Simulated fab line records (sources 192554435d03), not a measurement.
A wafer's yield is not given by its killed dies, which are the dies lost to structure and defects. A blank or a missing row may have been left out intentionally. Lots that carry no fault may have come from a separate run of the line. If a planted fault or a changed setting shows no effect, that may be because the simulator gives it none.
fab line records :: flow n5Finfet
record
  lots=3
  wafers=9
  lastDay=16
route steps=1938 shown BEOL_M4@1021 PASSIVATION@1936
lots that met no fault: taken from a fault-free run of the same line
startH: hours from the record's first day to the start of the lot's first wafer shown :: waitH: how many hours have passed since the lot's step before this one :: " the same as in the row above :: L1.1+2: several wafers, shown together as one row :: - no value present, or no start provided :: * or withheld: withheld :: < > ~ a bound
route shown NAME@n: a module of which the file shows steps, and the number in the route of the first :: usual: mean/standard deviation taken from wafers without a fault :: same: alike in all rows :: chamber/n: place in a boat :: sites: readings site by site :: _std_site: the standard deviation of these :: _edge_site: outer sites' mean less inner sites' :: radiusMm: how far each site lies from the wafer's centre :: mask NAME#n: copy n :: behind: the tool/chamber that last shaped the wafer :: hold: cause of the lot's hold/its duration in hours/its outcome :: device: whichever transistor did not switch (one of n, p or np) :: end of line: tests run on the same wafers once the route is complete :: for a step that has no rows: nothing shown but its recipe :: killed: the dies lost at the first sort to structure and to defects; this is not the yield of the wafer :: map: a wafer's dies, marking killed ones x, the rest . and places with no die _
set.NAME: the run value of the setting; set.NAME@STEP: its run value at that earlier step :: model.NAME: the simulator's own value behind a step, which no gauge read
certain route steps with their lots: each step a table, each wafer a row
services: a tool's chamber out of use, with start hour (startH, from the record's first day; less than 0 if before it), hours out, and reason
## steps
# step N5_BEOL_M4_ILD_DEP_00
# recipe
  material=SiOC
  targetThkA=790
  tempC=350
  precursor=DEMS/O2
  pressureTorr=5
  rfW=500
  timeS=15.3
# step N5_BEOL_M4_PECVD_72
# recipe
  material=SiO2
  targetThkA=160
  tempC=400
  precursor=TEOS/O2
  pressureTorr=5.5
  rfW=450
  teosFlowSccm=53.8
  gas=O2
  flowSccm=3000
  timeS=18
# step N5_BEOL_M4_HM_DEP_02
# recipe
  material=TiN
  targetThkA=200
  tempC=25
  chamberPressurePa=0.49996
# step N5_BEOL_M4_COAT_61
# recipe
  resist=SOC
  tempC=250
  timeS=60
  spinRpm=1500
  resistThkNm=60
# step N5_BEOL_M4_COAT_62
# recipe
  resist=SiARC
  tempC=220
  timeS=60
  spinRpm=1500
  resistThkNm=12
# step N5_BEOL_M4_COAT_73
# recipe
  resist=underlayer
  tempC=205
  timeS=60
  spinRpm=1500
  resistThkNm=5
# step N5_BEOL_M4_COAT_05
# recipe
  resist=CAR-EUV
  spinRpm=1500
  resistThkNm=30
# step N5_BEOL_M4_EBR_07
# recipe
  solvent=PGMEA
  ebrWidthMm=1.5
# step N5_BEOL_M4_SOFTBAKE_06
# recipe
  tempC=110
  timeS=60
  resist=CAR-EUV
# step N5_BEOL_M4_EXPOSE_08
# recipe
  maskId=M4
  na=0.33
  sourceShape=dipole
  sigmaInner=0.369
  sigmaOuter=0.767
  polarization=unpolarized
  doseMj=41.25
# same
  sigmaOuter=0.767
lot.wafer: L663.2+3+6
tool: euvScanner-02
chamber: 0
startH: 212.55
waitH: -
mask: M4#0

lot.wafer: L669.3+4+6
tool: euvScanner-02
chamber: 0
startH: 246.33
waitH: -
mask: M4#0

lot.wafer: L674.3+4+5
tool: euvScanner-01
chamber: 0
startH: 279.56
waitH: -
mask: M4#0
# step N5_BEOL_M4_PEB_09
# recipe
  pebTempC=100
  pebTimeS=60
  resist=CAR-EUV
# step N5_BEOL_M4_DEVELOP_10
# recipe
  developTimeS=30
  developer=TMAH
  resist=CAR-EUV
  rinseLiquid=surfactantRinse
  dry=airSpin
  devTempC=23
# step N5_BEOL_M4_CD_MEAS_11
# recipe
  targetCdNm=16.79
  landingEnergyEv=500
  detector=seInlens
  polarity=opening
# usual
  cdNm=16.78/0.25
# same
  landingEnergyEv=500
lot.wafer: L663.2
tool: cdSem-03
chamber: 0
startH: 212.68
waitH: -
cdNm: 16.80

lot.wafer: L663.3
tool: cdSem-03
chamber: 0
startH: 212.68
waitH: -
cdNm: 16.78

lot.wafer: L663.6
tool: cdSem-03
chamber: 0
startH: 212.68
waitH: -
cdNm: 16.93

lot.wafer: L669.3
tool: cdSem-03
chamber: 0
startH: 246.45
waitH: -
cdNm: 16.06

lot.wafer: L669.4
tool: cdSem-03
chamber: 0
startH: 246.45
waitH: -
cdNm: 16.02

lot.wafer: L669.6
tool: cdSem-03
chamber: 0
startH: 246.45
waitH: -
cdNm: 16.80

lot.wafer: L674.3
tool: cdSem-01
chamber: 0
startH: 279.68
waitH: -
cdNm: 16.76

lot.wafer: L674.4
tool: cdSem-01
chamber: 0
startH: 279.68
waitH: -
cdNm: 16.62

lot.wafer: L674.5
tool: cdSem-01
chamber: 0
startH: 279.68
waitH: -
cdNm: 16.76
# step N5_BEOL_M4_DESCUM_16
# recipe
  chemistry=O2
  timeS=7
  sourcePowerW=50
  biasPowerW=20
  pressureMtorr=20
  rfFrequencyHz=2.712e+07
  tempC=40
  resist=CAR-EUV
  o2FlowSccm=225
# step N5_BEOL_M4_ETCH_74
# recipe
  chemistry=N2/H2
  target=underlayer
  targetDepthA=65
  maskMaterial=CAR-EUV
  timeS=5.2
  ionEnergyEv=200
  pressureMtorr=30
  sourceW=840
  biasW=150
  n2FlowSccm=200
  h2FlowSccm=200
  ends=cleared
# usual
  chamberPressureMTorr=30.00/0.04
  drypumpMotorCurrentA=5.6/0.49
  etchRfOnTimeS=5.26/0.19
  n2FlowSccm=200.0/0.65
  oesProductAu=0.66/0.085
  rfVppV=524.3/2.9
  showerheadPlenumPTorr=2.55/0.092
  throttleValvePct=17.7/0.32
lot.wafer: L663.2
tool: rieDiel-03
chamber: 0
startH: 212.83
waitH: 0.0
chamberPressureMTorr: 30.01
drypumpMotorCurrentA: 5.2
etchRfOnTimeS: 5.37
n2FlowSccm: 201.9
oesProductAu: 0.74
rfHoursCounterH: 25
rfVppV: 528.6
showerheadPlenumPTorr: 2.69
throttleValvePct: 17.5
model.BEOL_M4.cdOffsetNm: 0

lot.wafer: L663.3
tool: rieDiel-03
chamber: 2
startH: 212.83
waitH: 0.0
chamberPressureMTorr: 29.97
drypumpMotorCurrentA: 4.7
etchRfOnTimeS: 5.16
n2FlowSccm: 201.3
oesProductAu: 0.83
rfHoursCounterH: 4
rfVppV: 523.2
showerheadPlenumPTorr: 2.51
throttleValvePct: 17.5
model.BEOL_M4.cdOffsetNm: 0.2

lot.wafer: L663.6
tool: rieDiel-03
chamber: 1
startH: 212.83
waitH: 0.0
chamberPressureMTorr: 30.03
drypumpMotorCurrentA: 5.4
etchRfOnTimeS: 5.12
n2FlowSccm: 200.0
oesProductAu: 0.73
rfHoursCounterH: -
rfVppV: 523.6
showerheadPlenumPTorr: 2.46
throttleValvePct: 17.2
model.BEOL_M4.cdOffsetNm: 0.4

lot.wafer: L669.3
tool: rieDiel-05
chamber: 3
startH: 246.89
waitH: 0.0
chamberPressureMTorr: 30.00
drypumpMotorCurrentA: 4.8
etchRfOnTimeS: 5.13
n2FlowSccm: 199.5
oesProductAu: 0.60
rfHoursCounterH: 214
rfVppV: 524.3
showerheadPlenumPTorr: 2.63
throttleValvePct: 17.9
model.BEOL_M4.cdOffsetNm: -0.8

lot.wafer: L669.4
tool: rieDiel-05
chamber: 3
startH: 246.89
waitH: 0.0
chamberPressureMTorr: 29.99
drypumpMotorCurrentA: 4.8
etchRfOnTimeS: 5.11
n2FlowSccm: 199.7
oesProductAu: 0.61
rfHoursCounterH: -
rfVppV: 527.3
showerheadPlenumPTorr: 2.63
throttleValvePct: 17.9
model.BEOL_M4.cdOffsetNm: -0.6

lot.wafer: L669.6
tool: rieDiel-05
chamber: 1
startH: 246.89
waitH: 0.0
chamberPressureMTorr: 30.09
drypumpMotorCurrentA: 5.4
etchRfOnTimeS: 5.45
n2FlowSccm: 200.6
oesProductAu: 0.59
rfHoursCounterH: -
rfVppV: 523.0
showerheadPlenumPTorr: 2.49
throttleValvePct: 17.9
model.BEOL_M4.cdOffsetNm: -0.2

lot.wafer: L674.3
tool: rieDiel-01
chamber: 0
startH: 279.84
waitH: 0.0
chamberPressureMTorr: 29.99
drypumpMotorCurrentA: 6.0
etchRfOnTimeS: 5.35
n2FlowSccm: 200.8
oesProductAu: 0.56
rfHoursCounterH: 247
rfVppV: 525.0
showerheadPlenumPTorr: 2.61
throttleValvePct: 18.0
model.BEOL_M4.cdOffsetNm: 0.2

lot.wafer: L674.4
tool: rieDiel-01
chamber: 3
startH: 279.84
waitH: 0.0
chamberPressureMTorr: 30.00
drypumpMotorCurrentA: 5.7
etchRfOnTimeS: 5.55
n2FlowSccm: 199.2
oesProductAu: 0.71
rfHoursCounterH: 42
rfVppV: 522.9
showerheadPlenumPTorr: 2.48
throttleValvePct: 17.4
model.BEOL_M4.cdOffsetNm: 0.2

lot.wafer: L674.5
tool: rieDiel-01
chamber: 1
startH: 279.84
waitH: 0.0
chamberPressureMTorr: 30.04
drypumpMotorCurrentA: 5.9
etchRfOnTimeS: 5.23
n2FlowSccm: 200.2
oesProductAu: 0.59
rfHoursCounterH: -
rfVppV: 526.7
showerheadPlenumPTorr: 2.61
throttleValvePct: 18.0
model.BEOL_M4.cdOffsetNm: 0.2
# step N5_BEOL_M4_ETCH_63
# recipe
  chemistry=CF4
  target=SiARC
  targetDepthA=156
  maskMaterial=CAR-EUV
  timeS=26
  ionEnergyEv=80
  pressureMtorr=40
  sourceW=545
  biasW=36
  Ar_flow_sccm=100
  cf4FlowSccm=100
  ends=cleared
# step N5_BEOL_M4_ETCH_64
# recipe
  chemistry=N2/H2
  target=SOC
  targetDepthA=750
  overetchA=225
  maskMaterial=SiARC
  tempC=40
  timeS=121.9
  ionEnergyEv=200
  pressureMtorr=30
  sourceW=840
  biasW=150
  n2FlowSccm=200
  h2FlowSccm=200
# step N5_BEOL_M4_STRIP_65
# recipe
  chemistry=N2/H2
  tempC=40
  n2FlowSccm=200
  h2FlowSccm=200
  rfFrequencyHz=6e+07
# step N5_BEOL_M4_STRIP_75
# recipe
  chemistry=N2/H2
  tempC=40
  n2FlowSccm=200
  h2FlowSccm=200
  rfFrequencyHz=6e+07
# step N5_BEOL_M4_STRIP_66
# recipe
  chemistry=CF4
  resist=SiARC
  powerW=300
  biasPowerW=75
  pressureMtorr=50
  cf4FlowSccm=150
  rfFrequencyHz=6e+07
# step N5_BEOL_M4_HM_OPEN_17
# recipe
  chemistry=Cl2/BCl3
  targetDepthA=200
  overetchA=60
  target=TiN
  maskMaterial=SOC
  ionEnergyEv=150
  pressureMtorr=10
  icpW=1000
  biasW=126
  Cl2_flow_sccm=53.25
  bcl3FlowSccm=21.75
  Ar_flow_sccm=25
# usual
  chamberPressureMTorr=10.000/0.0094
  drypumpMotorCurrentA=5.47/0.3
  oesProductAu=0.71/0.093
  throttleValvePct=22.24/0.29
lot.wafer: L663.2
tool: rieMetal-02
chamber: 0
startH: 213.08
waitH: 0.1
chamberPressureMTorr: 9.995
drypumpMotorCurrentA: 4.94
oesProductAu: 0.52
throttleValvePct: 22.37
model.BEOL_M4.cdOffsetNm: 0.6

lot.wafer: L663.3
tool: rieMetal-02
chamber: 0
startH: 213.08
waitH: 0.1
chamberPressureMTorr: 9.993
drypumpMotorCurrentA: 4.95
oesProductAu: 0.52
throttleValvePct: 22.37
model.BEOL_M4.cdOffsetNm: 0.6

lot.wafer: L663.6
tool: rieMetal-02
chamber: 0
startH: 213.08
waitH: 0.1
chamberPressureMTorr: 9.998
drypumpMotorCurrentA: 4.95
oesProductAu: 0.52
throttleValvePct: 22.39
model.BEOL_M4.cdOffsetNm: 0.4

lot.wafer: L669.3
tool: rieMetal-02
chamber: 1
startH: 247.14
waitH: 0.1
chamberPressureMTorr: 10.006
drypumpMotorCurrentA: 5.52
oesProductAu: 0.81
throttleValvePct: 22.25
model.BEOL_M4.cdOffsetNm: -0.8

lot.wafer: L669.4
tool: rieMetal-02
chamber: 0
startH: 247.14
waitH: 0.1
chamberPressureMTorr: 10.016
drypumpMotorCurrentA: 4.95
oesProductAu: 0.82
throttleValvePct: 22.03
model.BEOL_M4.cdOffsetNm: -1

lot.wafer: L669.6
tool: rieMetal-02
chamber: 1
startH: 247.14
waitH: 0.1
chamberPressureMTorr: 9.996
drypumpMotorCurrentA: 5.50
oesProductAu: 0.80
throttleValvePct: 22.24
model.BEOL_M4.cdOffsetNm: 0

lot.wafer: L674.3
tool: rieMetal-03
chamber: 1
startH: 280.09
waitH: 0.1
chamberPressureMTorr: 10.022
drypumpMotorCurrentA: 5.91
oesProductAu: 0.65
throttleValvePct: 22.51
model.BEOL_M4.cdOffsetNm: 0.4

lot.wafer: L674.4
tool: rieMetal-03
chamber: 0
startH: 280.09
waitH: 0.1
chamberPressureMTorr: 10.009
drypumpMotorCurrentA: 5.65
oesProductAu: 0.60
throttleValvePct: 22.28
model.BEOL_M4.cdOffsetNm: 0.4

lot.wafer: L674.5
tool: rieMetal-03
chamber: 1
startH: 280.09
waitH: 0.1
chamberPressureMTorr: 10.018
drypumpMotorCurrentA: 5.93
oesProductAu: 0.64
throttleValvePct: 22.52
model.BEOL_M4.cdOffsetNm: 0.2
# step N5_BEOL_M4_STRIP_19
# recipe
  chemistry=O2
  powerW=400
  tempC=40
  pressureMtorr=30
  rfFrequencyHz=6e+07
  biasPowerW=0
  overashFraction=0.2
  o2FlowSccm=225
# step N5_BEOL_M4_COAT_67
# recipe
  resist=SOC
  tempC=250
  timeS=60
  spinRpm=1500
  resistThkNm=60
# step N5_BEOL_M4_COAT_68
# recipe
  resist=SiARC
  tempC=220
  timeS=60
  spinRpm=1500
  resistThkNm=12
# step N5_BEOL_M4_COAT_76
# recipe
  resist=underlayer
  tempC=205
  timeS=60
  spinRpm=1500
  resistThkNm=5
# step N5_BEOL_M4_COAT_22
# recipe
  resist=CAR-EUV
  spinRpm=1500
  resistThkNm=30
# step N5_BEOL_M4_EBR_24
# recipe
  solvent=PGMEA
  ebrWidthMm=1.5
# step N5_BEOL_M4_SOFTBAKE_23
# recipe
  tempC=110
  timeS=60
  resist=CAR-EUV
# step N5_BEOL_M4_EXPOSE_25
# recipe
  maskId=V3
  na=0.33
  sourceShape=quasar
  sigmaInner=0.2
  sigmaOuter=0.8
  polarization=unpolarized
  defocusNm=5
  doseMj=63
# step N5_BEOL_M4_PEB_26
# recipe
  pebTempC=100
  pebTimeS=60
  resist=CAR-EUV
# step N5_BEOL_M4_DEVELOP_27
# recipe
  developTimeS=30
  developer=TMAH
  resist=CAR-EUV
  rinseLiquid=surfactantRinse
  dry=airSpin
  devTempC=23
# step N5_BEOL_M4_DESCUM_33
# recipe
  chemistry=O2
  timeS=7
  sourcePowerW=50
  biasPowerW=20
  pressureMtorr=20
  rfFrequencyHz=2.712e+07
  tempC=40
  resist=CAR-EUV
  o2FlowSccm=225
# step N5_BEOL_M4_ETCH_77
# recipe
  chemistry=N2/H2
  target=underlayer
  targetDepthA=65
  maskMaterial=CAR-EUV
  timeS=5.2
  ionEnergyEv=200
  pressureMtorr=30
  sourceW=840
  biasW=150
  n2FlowSccm=200
  h2FlowSccm=200
  ends=cleared
# step N5_BEOL_M4_RC_MEAS_101
# usual
  DIBL_N=37.0/2.3
  DIBL_P=37.3/2.8
  IOFF_N=0.17/0.046
  IOFF_P=0.23/0.054
  ION_N=675/14
  ION_P=460/9.3
  SS_N=71.7/0.73
  SS_P=73.6/0.95
  VT_N=249/3.9
  VT_P=-250/3.9
lot.wafer: L663.2
tool: prober-01
chamber: 0
startH: 222.07
waitH: 0.2
DIBL_N[mV/V]: 38.3
DIBL_P[mV/V]: 39.4
IOFF_N[nA/um]: 0.18
IOFF_P[nA/um]: 0.25
ION_N[uA/um]: 682
ION_P[uA/um]: 467
SS_N[mV/dec]: 71.4
SS_P[mV/dec]: 74.4
VT_N[mV]: 250
VT_P[mV]: -247

lot.wafer: L663.3
tool: prober-01
chamber: 0
startH: 222.07
waitH: 0.2
DIBL_N[mV/V]: 34.8
DIBL_P[mV/V]: 35.4
IOFF_N[nA/um]: 0.12
IOFF_P[nA/um]: 0.18
ION_N[uA/um]: 660
ION_P[uA/um]: 459
SS_N[mV/dec]: 71.0
SS_P[mV/dec]: 72.6
VT_N[mV]: 251
VT_P[mV]: -253

lot.wafer: L663.6
tool: prober-01
chamber: 0
startH: 222.07
waitH: 0.2
DIBL_N[mV/V]: 34.6
DIBL_P[mV/V]: 34.6
IOFF_N[nA/um]: 0.11
IOFF_P[nA/um]: 0.17
ION_N[uA/um]: 643
ION_P[uA/um]: 453
SS_N[mV/dec]: 70.5
SS_P[mV/dec]: 72.4
VT_N[mV]: 258
VT_P[mV]: -253

lot.wafer: L669.6
tool: prober-01
chamber: 0
startH: 281.60
waitH: 0.8
DIBL_N[mV/V]: 39.4
DIBL_P[mV/V]: 38.4
IOFF_N[nA/um]: 0.20
IOFF_P[nA/um]: 0.25
ION_N[uA/um]: 664
ION_P[uA/um]: 449
SS_N[mV/dec]: 73.3
SS_P[mV/dec]: 74.2
VT_N[mV]: 250
VT_P[mV]: -249

lot.wafer: L674.3
tool: prober-02
chamber: 0
startH: 289.24
waitH: 0.3
DIBL_N[mV/V]: 38.5
DIBL_P[mV/V]: 37.5
IOFF_N[nA/um]: 0.19
IOFF_P[nA/um]: 0.24
ION_N[uA/um]: 700
ION_P[uA/um]: 472
SS_N[mV/dec]: 70.6
SS_P[mV/dec]: 74.1
VT_N[mV]: 249
VT_P[mV]: -247

lot.wafer: L674.4
tool: prober-02
chamber: 0
startH: 289.24
waitH: 0.3
DIBL_N[mV/V]: 39.1
DIBL_P[mV/V]: 37.4
IOFF_N[nA/um]: 0.20
IOFF_P[nA/um]: 0.24
ION_N[uA/um]: 684
ION_P[uA/um]: 461
SS_N[mV/dec]: 71.6
SS_P[mV/dec]: 74.4
VT_N[mV]: 249
VT_P[mV]: -248

lot.wafer: L674.5
tool: prober-02
chamber: 0
startH: 289.24
waitH: 0.3
DIBL_N[mV/V]: 41.1
DIBL_P[mV/V]: 39.3
IOFF_N[nA/um]: 0.25
IOFF_P[nA/um]: 0.29
ION_N[uA/um]: 691
ION_P[uA/um]: 463
SS_N[mV/dec]: 72.0
SS_P[mV/dec]: 75.2
VT_N[mV]: 244
VT_P[mV]: -247
# step N5_PASSIVATION_PROBE_49
# usual
  defectLimitedYield=91.5/1.3
  killed_at_M0_to_M3=36/10
  killed_at_M4_up=13/4.7
  killedAtContacts=13/6.7
  killedAtFrontEnd=37/9.7
  killedAtOther=2.6/2.3
  killedDies=101/15
  killedOnRim=14/4.3
  killedOpen=67/12
  killedShort=32/6.7
  sort_bin_5_function=5.0/0.89
  sort_bin_6_memory=3.2/0.63
  sortNPass=1079/16
  sortYieldPct=91.4/1.4
# same
  grossDies=1180
  killedAtBackSide=0
  sort_bin_4_leakage[%]=0
  sort_bin_8_speed[%]=0
lot.wafer: L669.3
tool: prober-01
chamber: -
startH: 386.76
waitH: 0.1
defectLimitedYield[%]: 0
killed_at_M0_to_M3: 52
killed_at_M4_up: 1050
killedAtContacts: 23
killedAtFrontEnd: 53
killedAtOther: 2
killedDies: 1180
killedOnRim: 152
killedOpen: 98
killedShort: 41
sort_bin_5_function[%]: 58.1
sort_bin_6_memory[%]: 7.5
sortNPass: 0
sortYieldPct[%]: 0

lot.wafer: L669.4
tool: prober-01
chamber: -
startH: 386.81
waitH: 0.2
defectLimitedYield[%]: 0
killed_at_M0_to_M3: 43
killed_at_M4_up: 1065
killedAtContacts: 17
killedAtFrontEnd: 55
killedAtOther: 0
killedDies: 1180
killedOnRim: 152
killedOpen: 81
killedShort: 42
sort_bin_5_function[%]: 62.5
sort_bin_6_memory[%]: 6.6
sortNPass: 0
sortYieldPct[%]: 0

lot.wafer: L669.6
tool: prober-01
chamber: -
startH: 386.91
waitH: 0.3
defectLimitedYield[%]: 92.3
killed_at_M0_to_M3: 37
killed_at_M4_up: 11
killedAtContacts: 11
killedAtFrontEnd: 31
killedAtOther: 1
killedDies: 91
killedOnRim: 10
killedOpen: 61
killedShort: 24
sort_bin_5_function[%]: 3.8
sort_bin_6_memory[%]: 3.3
sortNPass: 1089
sortYieldPct[%]: 92.3

lot.wafer: L674.3
tool: prober-02
chamber: -
startH: 387.10
waitH: 0.1
defectLimitedYield[%]: 92.3
killed_at_M0_to_M3: 40
killed_at_M4_up: 12
killedAtContacts: 21
killedAtFrontEnd: 17
killedAtOther: 1
killedDies: 91
killedOnRim: 5
killedOpen: 68
killedShort: 21
sort_bin_5_function[%]: 4.7
sort_bin_6_memory[%]: 2.5
sortNPass: 1089
sortYieldPct[%]: 92.3

lot.wafer: L674.4
tool: prober-02
chamber: -
startH: 387.15
waitH: 0.2
defectLimitedYield[%]: 93.3
killed_at_M0_to_M3: 24
killed_at_M4_up: 9
killedAtContacts: 7
killedAtFrontEnd: 38
killedAtOther: 1
killedDies: 79
killedOnRim: 11
killedOpen: 51
killedShort: 25
sort_bin_5_function[%]: 4.1
sort_bin_6_memory[%]: 2.5
sortNPass: 1101
sortYieldPct[%]: 93.3

lot.wafer: L674.5
tool: prober-02
chamber: -
startH: 387.20
waitH: 0.2
defectLimitedYield[%]: 93.2
killed_at_M0_to_M3: 31
killed_at_M4_up: 12
killedAtContacts: 12
killedAtFrontEnd: 25
killedAtOther: 0
killedDies: 80
killedOnRim: 14
killedOpen: 51
killedShort: 25
sort_bin_5_function[%]: 4.0
sort_bin_6_memory[%]: 2.8
sortNPass: 1100
sortYieldPct[%]: 93.2
# killed by level:class
L669.3 BEOL_M4:areaExpose=1034 MOL_CONTACT_COAG:geometricParticle:open=21 STI_FIN_REVEAL:geometricParticle:open=14 BEOL_M0_SAQP:geometricParticle:open=12 BEOL_M0_SAQP:geometricParticle:short=8 BEOL_M1:geometricParticle:open=8 BEOL_M2:geometricParticle:open=8 FIN_SAQP:geometricParticle:open=7
L669.4 BEOL_M4:areaExpose=1057 STI_FIN_REVEAL:geometricParticle:open=13 BEOL_M0_SAQP:geometricParticle:short=13 FIN_SAQP:geometricParticle:short=12 FIN_SAQP:geometricParticle:open=12 BEOL_M0_SAQP:geometricParticle:open=12 MOL_CONTACT_COAG:geometricParticle:open=11 MOL_CONTACT_COAG:geometricParticle:short=6
L669.6 MOL_CONTACT_COAG:geometricParticle:open=9 BEOL_M0_SAQP:geometricParticle:open=9 BEOL_M0_SAQP:geometricParticle:short=8 STI_FIN_REVEAL:geometricParticle:open=7 BEOL_M3:geometricParticle:open=7 HKMG_FIN:areaEtch=5 BEOL_M0:geometricParticle:open=4 BEOL_M2:geometricParticle:open=4
L674.3 MOL_CONTACT_COAG:geometricParticle:open=17 BEOL_M3:geometricParticle:open=15 BEOL_M1:geometricParticle:open=9 BEOL_M3:geometricParticle:short=7 BEOL_M7:geometricParticle:open=5 MOL_CONTACT_COAG:geometricParticle:short=4 STI_FIN_REVEAL:geometricParticle:open=3 GATE_CUT:geometricParticle:open=3
L674.4 STI_FIN_REVEAL:geometricParticle:open=9 FIN_SAQP:geometricParticle:open=6 MOL_CONTACT_COAG:geometricParticle:open=6 BEOL_M1:geometricParticle:open=6 GATE_CUT:geometricParticle:short=5 BEOL_M2:geometricParticle:open=5 STARTING-WAFER:geometricParticle:short=4 FIN_SAQP:geometricParticle:short=3
L674.5 STI_FIN_REVEAL:geometricParticle:open=10 MOL_CONTACT_COAG:geometricParticle:open=9 BEOL_M3:geometricParticle:open=8 BEOL_M1:geometricParticle:short=6 BEOL_M1:geometricParticle:open=6 STI_FIN_REVEAL:geometricParticle:short=5 FIN_CUT:areaEtch=4 MOL_CONTACT_COAG:geometricParticle:short=3
# map L669.3 (x killed, . not)
_________________xxxxxxxxxxxx________________
______________xxxxxxxxxxxxxxxxxx_____________
___________xxxxxxxxxxxxxxxxxxxxxxxx__________
__________xxxxxxxxxxxxxxxxxxxxxxxxxx_________
________xxxxxxxxxxxxxxxxxxxxxxxxxxxxxx_______
_______xxxxxxxxxxxxxxxxxxxxxxxxxxxxxxxx______
______xxxxxxxxxxxxxxxxxxxxxxxxxxxxxxxxxx_____
_____xxxxxxxxxxxxxxxxxxxxxxxxxxxxxxxxxxxx____
____xxxxxxxxxxxxxxxxxxxxxxxxxxxxxxxxxxxxxx___
___xxxxxxxxxxxxxxxxxxxxxxxxxxxxxxxxxxxxxxxx__
___xxxxxxxxxxxxxxxxxxxxxxxxxxxxxxxxxxxxxxxx__
__xxxxxxxxxxxxxxxxxxxxxxxxxxxxxxxxxxxxxxxxxx_
__xxxxxxxxxxxxxxxxxxxxxxxxxxxxxxxxxxxxxxxxxx_
_xxxxxxxxxxxxxxxxxxxxxxxxxxxxxxxxxxxxxxxxxxxx
_xxxxxxxxxxxxxxxxxxxxxxxxxxxxxxxxxxxxxxxxxxxx
_xxxxxxxxxxxxxxxxxxxxxxxxxxxxxxxxxxxxxxxxxxxx
_xxxxxxxxxxxxxxxxxxxxxxxxxxxxxxxxxxxxxxxxxxxx
_xxxxxxxxxxxxxxxxxxxxxxxxxxxxxxxxxxxxxxxxxxxx
_xxxxxxxxxxxxxxxxxxxxxxxxxxxxxxxxxxxxxxxxxxxx
_xxxxxxxxxxxxxxxxxxxxxxxxxxxxxxxxxxxxxxxxxxxx
_xxxxxxxxxxxxxxxxxxxxxxxxxxxxxxxxxxxxxxxxxxxx
__xxxxxxxxxxxxxxxxxxxxxxxxxxxxxxxxxxxxxxxxxx_
__xxxxxxxxxxxxxxxxxxxxxxxxxxxxxxxxxxxxxxxxxx_
___xxxxxxxxxxxxxxxxxxxxxxxxxxxxxxxxxxxxxxxx__
___xxxxxxxxxxxxxxxxxxxxxxxxxxxxxxxxxxxxxxxx__
____xxxxxxxxxxxxxxxxxxxxxxxxxxxxxxxxxxxxxx___
_____xxxxxxxxxxxxxxxxxxxxxxxxxxxxxxxxxxxx____
______xxxxxxxxxxxxxxxxxxxxxxxxxxxxxxxxxx_____
_______xxxxxxxxxxxxxxxxxxxxxxxxxxxxxxxx______
________xxxxxxxxxxxxxxxxxxxxxxxxxxxxxx_______
__________xxxxxxxxxxxxxxxxxxxxxxxxxx_________
___________xxxxxxxxxxxxxxxxxxxxxxxx__________
______________xxxxxxxxxxxxxxxxxx_____________
_________________xxxxxxxxxxxx________________
# map L663.2 (x killed, . not)
_________________.......x....________________
______________x................._____________
___________.xx.....................__________
__________...x.x.....x..x....x...x.._________
________......x............x..x...xx.._______
_______................x...............______
______...............x......x...x.....x._____
_____..........x.........................____
____......x.....x.........................___
___x..x.........x..x............x..........__
___...x.....xx..................x.........x__
__................................x........._
__.........x....x.....................x....._
_..................................x......x..
_x..............x........x..x.x.x............
_....xx...................xx.......x...x...x.
_.......x...........x...x........xx.......x..
_.......x............xx............x..x......
_....................................x.......
_...............x.....x......................
_x...x...............................x.......
__...........x.x..................x...x....._
__.....x...........x..x.........x........x.._
___.....x.....x..x..........x...........x..__
___............x...x.......................__
____.x........x............xx...x.........___
_____..........xx.....x.........x........____
______................x...........x...x._____
_______...........x........x.......x...______
________................x............._______
__________...............x.........._________
___________........................__________
______________.......x.........._____________
_________________............________________
## services
tool: euvScanner-02
chamber: -
startH: 196.67
hours: 4.6
kind: pm

tool: euvScanner-02
chamber: -
startH: 202.25
hours: 1.0
kind: pm

tool: rieMetal-02
chamber: 1
startH: 204.81
hours: -
kind: clean

tool: rieMetal-02
chamber: 1
startH: 204.81
hours: 15.8
kind: scheduledDown

tool: rieMetal-02
chamber: 1
startH: 204.81
hours: 15.8
kind: ventCycle

tool: euvScanner-01
chamber: -
startH: 204.96
hours: 12.0
kind: pm

tool: euvScanner-02
chamber: 0
startH: 219.42
hours: -
kind: calibration

tool: euvScanner-01
chamber: -
startH: 220.55
hours: 1.0
kind: pm

tool: rieMetal-02
chamber: 0
startH: 220.62
hours: -
kind: clean

tool: rieMetal-02
chamber: 0
startH: 220.62
hours: 19.0
kind: scheduledDown

tool: rieMetal-02
chamber: 0
startH: 220.62
hours: 19.0
kind: ventCycle

tool: rieDiel-05
chamber: 3
startH: 226.98
hours: 4.9
kind: repair

tool: rieDiel-01
chamber: 2
startH: 234.02
hours: 5.6
kind: repair

tool: euvScanner-02
chamber: -
startH: 235.44
hours: 0.3
kind: repair

tool: rieDiel-05
chamber: 2
startH: 241.81
hours: 11.7
kind: repair

tool: rieMetal-03
chamber: -
startH: 242.53
hours: 0.8
kind: repair

tool: euvScanner-02
chamber: -
startH: 258.40
hours: 1.0
kind: pm

tool: rieMetal-02
chamber: -
startH: 260.14
hours: 0.2
kind: repair

tool: rieMetal-02
chamber: -
startH: 268.16
hours: 2.8
kind: pm

tool: euvScanner-01
chamber: -
startH: 276.70
hours: 1.0
kind: pm
## key
firstSign
  step=N5_BEOL_M4_CD_MEAS_11
  reading=cdNm
  direction=down
  sigmas=2.9
  usual=16.78
  struck=16.04
effect
  step=N5_PASSIVATION_PROBE_49
  reading=killed_at_M4_up
  direction=up
  sigmas=99+
  usual=13
  struck=1058
modelEffect
  step=N5_BEOL_M4_ETCH_74
  value=BEOL_M4.cdOffsetNm
  without=0.1
  struck=-0.7
modelEffect
  step=N5_BEOL_M4_HM_OPEN_17
  value=BEOL_M4.cdOffsetNm
  without=-0.2
  struck=-0.9
moreKillsBornAt
  N5_BEOL_M4_EXPOSE_08@euvScanner-02=2091
metAt N5_BEOL_M4_EXPOSE_08
struckWafers L669.3,L669.4
laterRowsLeftOut L669.3,L669.4
onsetBetween 212.55 246.33
fault
  kind=processParameterDrift
  tool=euvScanner-02
  chamber=-
  onsetH=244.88
  steps=N5_BEOL_M4_EXPOSE_08
  channel=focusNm
  offset=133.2
  shape=step
  endH=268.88
  scope=struckWafersOnly
# laterRowsLeftOut: the simulator's readings of these wafers behind a module that went badly wrong aren't trusted and aren't shown, but for the sort
